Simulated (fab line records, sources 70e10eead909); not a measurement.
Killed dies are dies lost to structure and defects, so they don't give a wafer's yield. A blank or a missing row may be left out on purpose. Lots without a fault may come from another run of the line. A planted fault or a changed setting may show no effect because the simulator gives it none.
Problem report in the 8D (eight disciplines) form, filled by code | flow nand_harc | the parts of the form that need people (team, actions taken, sign-off) are left out

1. THE PROBLEM
raw_defect_count at NHARC_P_ZERO_WELL_INSPECT_43 reads a mean of 586 on 1 wafer of 1 lot; wafers without a fault read 13 with a standard deviation of 5.7. That is +99 or more standard deviations from the usual mean.
First seen on wafer L354.6, day 10 13:25, on defect_inspect-01. The record holds 13 wafers of 5 lots with a number at this step. Rule for "out", or "out of limits": more than 4 standard deviations from the usual mean. The other wafers with a number count as sound.

2. WHAT IT IS AND WHAT IT IS NOT
question                    | is                     | is not
which readings at this step | raw_defect_count       | -
which lots                  | L354                   | L334, L342, L345, L357
which wafers of those lots  | all that have a number | -
read on which gauges        | defect_inspect-01      | defect_inspect-02
when                        | from day 10 13:25      | up to then (9 sound wafers); but 3 sound wafers of L357 came after

3. SUSPECTS, AND WHAT RULES EACH OUT
Counting: a tool at a process step up to the reading stays a suspect if it ran every lot that is out and no sound lot after the first of them.
- the gauge at NHARC_P_ZERO_WELL_INSPECT_43: ruled out. All the wafers that are out were read on defect_inspect-01, but those of them that NHARC_END_SORT_01 has rows for are out there too, on other tools.
- rie_diel-04 at NHARC_P_ZERO_WELL_DESCUM_26 (chemistry O2, time 3 s): kept. It ran the lot that is out, L354 (day 10 08:02), and no sound lot after that; its last sound lot up to then is L334 (day 1 22:46).
- wet_bench-07 at NHARC_P_ZERO_WELL_STRIP_28 (strips in SPM, time 840 s): kept. It ran the lot that is out, L354 (day 10 08:43), and no sound lot after that; its last sound lot up to then is L342 (day 5 09:43).
- rie_diel-02 at NHARC_P_ZERO_WELL_DESCUM_39 (chemistry O2, time 3 s): ruled out as a lasting fault. Sound lots L357 ran on it after its first lot that is out, L354 (day 10 10:10).
- rie_diel-02 at NHARC_P_ZERO_WELL_DESCUM_54 (chemistry O2, time 3 s): ruled out as a lasting fault. Sound lots L357 ran on it after its first lot that is out, L354 (day 10 11:49).
Left after counting: rie_diel-04 at NHARC_P_ZERO_WELL_DESCUM_26, wet_bench-07 at NHARC_P_ZERO_WELL_STRIP_28.

4. THE CAUSE (what the simulator had put in)
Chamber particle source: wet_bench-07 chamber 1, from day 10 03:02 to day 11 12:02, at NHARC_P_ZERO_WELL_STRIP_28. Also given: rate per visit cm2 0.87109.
Counting left 2 suspects, and this tool is among them.

5. THE CHAIN OF EFFECTS, in route order
Each row: a reading whose mean over the struck wafers that have a number lies more than 3 standard deviations from the usual. Only readings for which the record gives a usual standard deviation are gone through. hours: the time from each lot's start at the first step in this table that gives one to its start at this step, as a median over the lots. sigmas: the change in usual standard deviations.
hours | step                         | reading             | usual | on struck wafers | change | sigmas
0     | NHARC_P_ZERO_WELL_INSPECT_43 | raw_defect_count    | 13    | 586              | +573   | +99 or more
15    | NHARC_P_STI_INSPECT_11       | raw_defect_count    | 6.1   | 579.0            | +572.9 | +99 or more
579   | NHARC_END_SORT_01            | killed_at_periphery | 3.8   | 99.0             | +95.2  | +40
579   | NHARC_END_SORT_01            | killed_dies         | 58    | 151              | +93    | +4.4

6. WHAT WOULD HAVE CAUGHT IT SOONER
In this record the first reading out of limits at a measuring or inspecting step was taken at day 10 13:25, 10 hours after the fault began at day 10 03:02.
All the lots that are out (1) had begun NHARC_P_ZERO_WELL_STRIP_28 on wet_bench-07 by day 10 13:25. A hold on the tool at that time would have spared none of them.
